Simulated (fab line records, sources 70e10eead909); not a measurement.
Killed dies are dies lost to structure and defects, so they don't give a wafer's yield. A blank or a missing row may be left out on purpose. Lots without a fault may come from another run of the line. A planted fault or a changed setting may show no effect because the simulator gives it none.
Which tool did it? | flow nand_harc | 14 lots, 42 wafers sampled, at 5 steps of a route of 1302

WHAT THE GAUGES READ, wafer by wafer
NHARC_A_DECK1_JOINT_THK_MEAS_17: measures by ellipsometry.
lot  | measured     | on            | thk_nm (nm)
L682 | day 12 23:46 | film_metro-02 | 43.9 44.6 46.2
L686 | day 14 08:05 | film_metro-02 | 44.8 45.8 44.5
L687 | day 14 15:10 | film_metro-01 | 43.5 44.4 45.6
L689 | day 15 08:04 | film_metro-01 | 44.6 45.1 44.5
L688 | day 15 13:14 | film_metro-02 | 47.2 43.5 46.1
L690 | day 16 02:12 | film_metro-02 | 45.8 46.2 45.1
L691 | day 16 20:26 | film_metro-01 | 43.5 44.1 45.5
L693 | day 16 23:20 | film_metro-01 | 44.3 44.0 45.0
L694 | day 18 08:43 | film_metro-02 | 44.2 45.2 44.2
L699 | day 19 17:08 | film_metro-02 | 44.6 44.7 43.0
L698 | day 19 18:26 | film_metro-02 | 43.0 45.6 45.3
L700 | day 19 23:55 | film_metro-01 | 43.9 44.1 45.8
L703 | day 21 08:07 | film_metro-01 | 44.8 44.1 45.5
L704 | day 22 04:59 | film_metro-02 | 45.1 47.1 44.3

NHARC_A_ONON_D2_THK_MEAS_14: measures by ellipsometry.
lot  | measured     | on            | thk_nm (nm)
L682 | day 13 02:38 | film_metro-01 | 1010 1011 1011
L686 | day 14 10:58 | film_metro-02 | 992 992 991
L687 | day 14 18:02 | film_metro-01 | 994 995 995
L689 | day 15 10:58 | film_metro-01 | 998 1000 998
L688 | day 15 16:07 | film_metro-01 | 994 993 993
L690 | day 16 05:04 | film_metro-02 | 1000 997 998
L691 | day 16 23:19 | film_metro-01 | 1003 1002 1004
L693 | day 17 02:16 | film_metro-01 | 1009 1007 1008
L694 | day 18 11:49 | film_metro-02 | 1012 1010 1009
L699 | day 19 20:01 | film_metro-02 | 1009 1008 1009
L698 | day 19 21:19 | film_metro-01 | 1006 1007 1006
L700 | day 20 02:48 | film_metro-01 | 1003 1002 1001
L703 | day 21 11:01 | film_metro-02 | 1000 999 1001
L704 | day 22 07:52 | film_metro-02 | 997 996 997

NHARC_A_ONON_D2_THK_MEAS_21: measures by ellipsometry.
lot  | measured     | on            | thk_nm (nm)
L682 | day 13 10:38 | film_metro-02 | 983 982 984
L686 | day 14 19:30 | film_metro-01 | 1008 1009 1008
L687 | day 15 01:58 | film_metro-02 | 1002 1002 1002
L689 | day 15 19:21 | film_metro-02 | 984 985 985
L688 | day 16 00:01 | film_metro-02 | 965 965 964
L690 | day 16 13:21 | film_metro-02 | 961 958 959
L691 | day 17 11:28 | film_metro-02 | 1000 997 999
L693 | day 17 11:28 | film_metro-01 | 1002 1001 1001
L694 | day 18 20:44 | film_metro-01 | 999 999 998
L699 | day 20 04:16 | film_metro-01 | 1026 1027 1026
L698 | day 20 04:16 | film_metro-02 | 1000 1001 1005
L700 | day 20 12:03 | film_metro-02 | 995 997 996
L703 | day 21 18:55 | film_metro-02 | 1004 1003 1003
L704 | day 22 16:47 | film_metro-01 | 1006 1006 1008

WHICH TOOL RAN EACH LOT (tool, then ch and the chambers of the sampled wafers, then the start)
lot  | NHARC_A_DECK1_JOINT_DEP_16      | NHARC_A_ONON_D2_DEP_19
L682 | pecvd-04 ch 0,1, day 12 23:28   | pecvd_onon-04 ch 0, day 13 10:11
L686 | pecvd-03 ch 0,1,2, day 14 07:49 | pecvd_onon-04 ch 0, day 14 18:59
L687 | pecvd-01 ch 1,2, day 14 14:48   | pecvd_onon-04 ch 0, day 15 01:27
L689 | pecvd-03 ch 0,1,2, day 15 07:47 | pecvd_onon-03 ch 0, day 15 18:50
L688 | pecvd-04 ch 1,2, day 15 12:58   | pecvd_onon-04 ch 0, day 15 23:29
L690 | pecvd-04 ch 0,1, day 16 01:56   | pecvd_onon-04 ch 0, day 16 12:57
L691 | pecvd-01 ch 0,1, day 16 20:11   | pecvd_onon-01 ch 0, day 17 11:01
L693 | pecvd-01 ch 0,2, day 16 23:05   | pecvd_onon-03 ch 0, day 17 10:58
L694 | pecvd-03 ch 1,2, day 18 08:29   | pecvd_onon-01 ch 0, day 18 20:17
L699 | pecvd-01 ch 0,1, day 19 16:51   | pecvd_onon-03 ch 0, day 20 03:45
L698 | pecvd-01 ch 0,1, day 19 18:10   | pecvd_onon-04 ch 0, day 20 03:45
L700 | pecvd-01 ch 1,2, day 19 23:40   | pecvd_onon-04 ch 0, day 20 11:36
L703 | pecvd-03 ch 0,1,2, day 21 07:55 | pecvd_onon-01 ch 0, day 21 18:34
L704 | pecvd-01 ch 0,2, day 22 04:44   | pecvd_onon-03 ch 0, day 22 16:16
- NHARC_A_DECK1_JOINT_DEP_16: deposits SiO2, target thk 45 nm.
- NHARC_A_ONON_D2_DEP_19: target thk 1000 nm.

WHAT THE TOOLS THEMSELVES READ (means of the sampled wafers that have a number; where no wafer has one, the mark that the record gives instead)
NHARC_A_DECK1_JOINT_DEP_16.
lot  | tool     | flow_sccm (sccm) | heater_power_w (W) | rf_fwd_power_W (W) | throttle_valve_pct (%)
L682 | pecvd-04 | 2662             | 621                | 895                | 15.5
L686 | pecvd-03 | 2659             | 587                | 895                | 15.6
L687 | pecvd-01 | 2646             | 499                | 896                | 15.9
L689 | pecvd-03 | 2642             | 601                | 893                | 15.5
L688 | pecvd-04 | 2645             | 592                | 897                | 15.7
L690 | pecvd-04 | 2650             | 542                | 895                | 15.4
L691 | pecvd-01 | 2647             | 467                | 897                | 16.4
L693 | pecvd-01 | 2643             | 394                | 898                | 15.0
L694 | pecvd-03 | 2646             | 588                | 894                | 16.1
L699 | pecvd-01 | 2645             | 444                | 896                | 16.7
L698 | pecvd-01 | 2653             | 443                | 897                | 16.8
L700 | pecvd-01 | 2649             | 529                | 894                | 16.2
L703 | pecvd-03 | 2654             | 618                | 895                | 16.1
L704 | pecvd-01 | 2644             | 508                | 895                | 15.2

THE ANSWER, worked out from the rows above alone
Rule: what is usual is taken from the lots themselves. Put in order of their means at a reading, lots are off if they are a third of the lots or fewer, leave a main group of 4 or more, and stand apart from it by a gap of 3 or more times the standard deviation of the main group's means; of several such gaps the widest counts. A main group whose means are all the same, to the digits that the tables above print for the reading, isn't used. A lot without any number at a reading at which 4 lots or more have one is off too. The other lots that the step has rows for count as sound. The gauges are gone through in route order, then the tools' own readings, and for those a lot's mean is taken as printed above. The first step at which some lot is off is used, and at that step the reading that is off furthest; a lot without a number counts as furthest.
No lot is off at any reading shown: from this, nothing can be told.

WHAT THE SIMULATOR HAD PUT IN
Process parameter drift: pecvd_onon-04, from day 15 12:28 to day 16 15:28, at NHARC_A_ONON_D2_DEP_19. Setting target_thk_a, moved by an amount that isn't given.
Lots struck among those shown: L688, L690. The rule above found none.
